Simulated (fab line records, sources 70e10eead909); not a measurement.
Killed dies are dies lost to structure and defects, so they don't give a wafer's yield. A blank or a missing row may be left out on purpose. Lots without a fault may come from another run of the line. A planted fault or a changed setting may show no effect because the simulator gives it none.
A struck lot beside a sound one | flow nand_harc | 26 steps out of a route of 1302
Sound: wafers L854.2, L854.5, L854.6. Struck: wafer L857.3. (L857.1, L857.4 of the same lot were not struck and are left out.) The cause comes at the end.
At each step with rows: each side's tool, then ch and its chambers, then its first start. Under that, the readings that differ: sound wafers | struck wafers | difference of the means | sigmas: that difference in standard deviations of wafers without a fault.
alike: readings whose means differ by less than 2 such deviations, and words and numbers that are the same on both sides. not compared: withheld readings, readings that some wafer has no value for, bounds like >300 that may hide the same value, and numbers for which the record gives no deviation and whose values overlap.
The two part at a step that has a row with sigmas, a row that says differs or no value, or rows on one side only. Numbers that don't overlap but have no deviation are shown without sigmas and don't part them. A reading that every wafer of one side lacks parts them only if that side has two wafers or more.

first, 4 steps without rows for these wafers: NHARC_P_M0_PRE_CLEAN_29 (time 30 s); NHARC_P_M0_PVD_20 (deposits TaN, target thk 5 nm, time 8.06 s); NHARC_P_M0_PVD_21 (deposits Cu, target thk 30 nm, time 20.49 s); NHARC_P_M0_ECD_22 (material Cu, target thk 400 nm).
NHARC_P_M0_ANNEAL_30: time 90 s.
  sound on rtp_anneal-02 ch 0, day 6 07:24; struck on rtp_anneal-02 ch 0, day 7 11:40
  alike: wafer_temp_C_max
NHARC_P_M0_CMP_23: polishes, t overpolish 20 s, target thk 117.54 nm.
  sound on cmp-04 ch 0,3, day 6 07:43; struck on cmp-04 ch 1, day 7 12:02
  reading             | sound          | struck | difference | sigmas
  motor_current_A (A) | 10.4 10.4 10.7 | 14.2   | +3.7       | +3
  alike: time_to_endpoint_s
NHARC_P_M0_THK_MEAS_24: measures by xrf.
  sound on film_metro-02, day 6 08:00; struck on film_metro-01, day 7 12:20
  alike: thk_nm
then, 1 step without rows for these wafers: NHARC_P_M0_SRD_25.
NHARC_P_M0_INSPECT_27:
  sound on defect_inspect-01, day 6 08:10; struck on defect_inspect-01, day 7 12:29
  alike: raw_defect_count
NHARC_P_M0_PRE_CLEAN_31: time 12 s.
  sound on pecvd-02 ch 0,2, day 6 08:25; struck on pecvd-02 ch 2, day 7 12:34
  alike: heater_power_w, rf_fwd_power_W
NHARC_P_M0_DEP_32: deposits SiCN, target thk 30 nm.
  sound on pecvd-02 ch 0,2, day 6 08:31; struck on pecvd-02 ch 2, day 7 12:40
  alike: heater_power_w, rf_fwd_power_W
NHARC_P_M1_DEP_00: deposits SiOC, target thk 182.5 nm.
  sound on pecvd-04 ch 1,2, day 6 08:58; struck on pecvd-02 ch 2, day 7 13:04
  alike: rf_fwd_power_W
then, 9 steps without rows for these wafers: NHARC_P_M1_DEHYDRATE_01 (time 120 s); NHARC_P_M1_HMDS_02 (time 30 s); NHARC_P_M1_COAT_34 (time 65 s); NHARC_P_M1_COAT_03 (resist thk 90 nm); NHARC_P_M1_SOFTBAKE_04 (time 55 s); NHARC_P_M1_EBR_05; NHARC_P_M1_EXPOSE_06 (exposes mask P M1, target cd 130 nm); NHARC_P_M1_PEB_07 (peb time 65 s); NHARC_P_M1_DEVELOP_08 (develop time 35 s).
NHARC_P_M1_CD_MEAS_09: target cd 130 nm.
  sound on cd_sem-01 ch 0, day 6 09:43; struck on cd_sem-03 ch 0, day 7 13:44
  alike: cd_nm
NHARC_P_M1_OVL_MEAS_10: pitch 260 nm.
  sound on overlay-02, day 6 09:49; struck on overlay-02, day 7 13:49
  alike: overlay_x_nm, overlay_y_nm
NHARC_P_M1_INSPECT_11:
  sound on defect_inspect-01, day 6 09:50; struck on defect_inspect-01, day 7 13:52
  reading          | sound | struck | difference | sigmas
  raw_defect_count | 7 7 5 | 780    | +774       | +99 or more
NHARC_P_M1_DESCUM_14: chemistry O2, time 3 s.
  sound on rie_diel-12 ch 0,3, day 6 09:54; struck on rie_diel-09 ch 2, day 7 13:56
  reading                         | sound             | struck | difference | sigmas
  oes_product_au (a.u.)           | 0.988 0.996 0.977 | 1.013  | +0.026     | +3
  rf_vpp_V (V)                    | 59.2 59.7 57.4    | 56.5   | -2.3       | -2
  showerhead_plenum_p_Torr (Torr) | 2.01 2.00 2.01    | 1.84   | -0.17      | -2
  alike: drypump_motor_current_A, throttle_valve_pct
  not compared: rf_hours_counter_h
-- the record jumps here: 19 days lie between the struck wafers' starts before and after (it left off in module P_M1 and takes up again in module END, whose first step shown is number 1302 of the route) --
NHARC_END_SORT_01:
  sound on prober-02 ch 0, day 25 12:01; struck on prober-02 ch 0, day 26 06:02
  reading                  | sound          | struck | difference | sigmas
  defect_limited_yield (%) | 91.4 88.0 91.7 | 83.2   | -7.2       | -3
  killed_at_periphery      | 4 11 8         | 78     | +70        | +25
  killed_dies              | 58 81 56       | 114    | +49        | +3
  sort_bin_3_pct (%)       | 0.9 0.7 0.4    | 4.4    | +3.7       | +10
  sort_n_pass              | 619 596 621    | 563    | -49        | -3
  sort_rim_yield_pct (%)   | 90 93 86       | 77     | -13        | -3
  sort_yield_pct (%)       | 91.4 88.0 91.7 | 83.2   | -7.2       | -3
  alike: killed_at_array, killed_at_other, killed_open, killed_short, sort_bin_2_pct, sort_bin_4_pct

WHERE THEY PART
First at NHARC_P_M0_CMP_23; last, within this record, at NHARC_END_SORT_01.

WHY: what the simulator had put in
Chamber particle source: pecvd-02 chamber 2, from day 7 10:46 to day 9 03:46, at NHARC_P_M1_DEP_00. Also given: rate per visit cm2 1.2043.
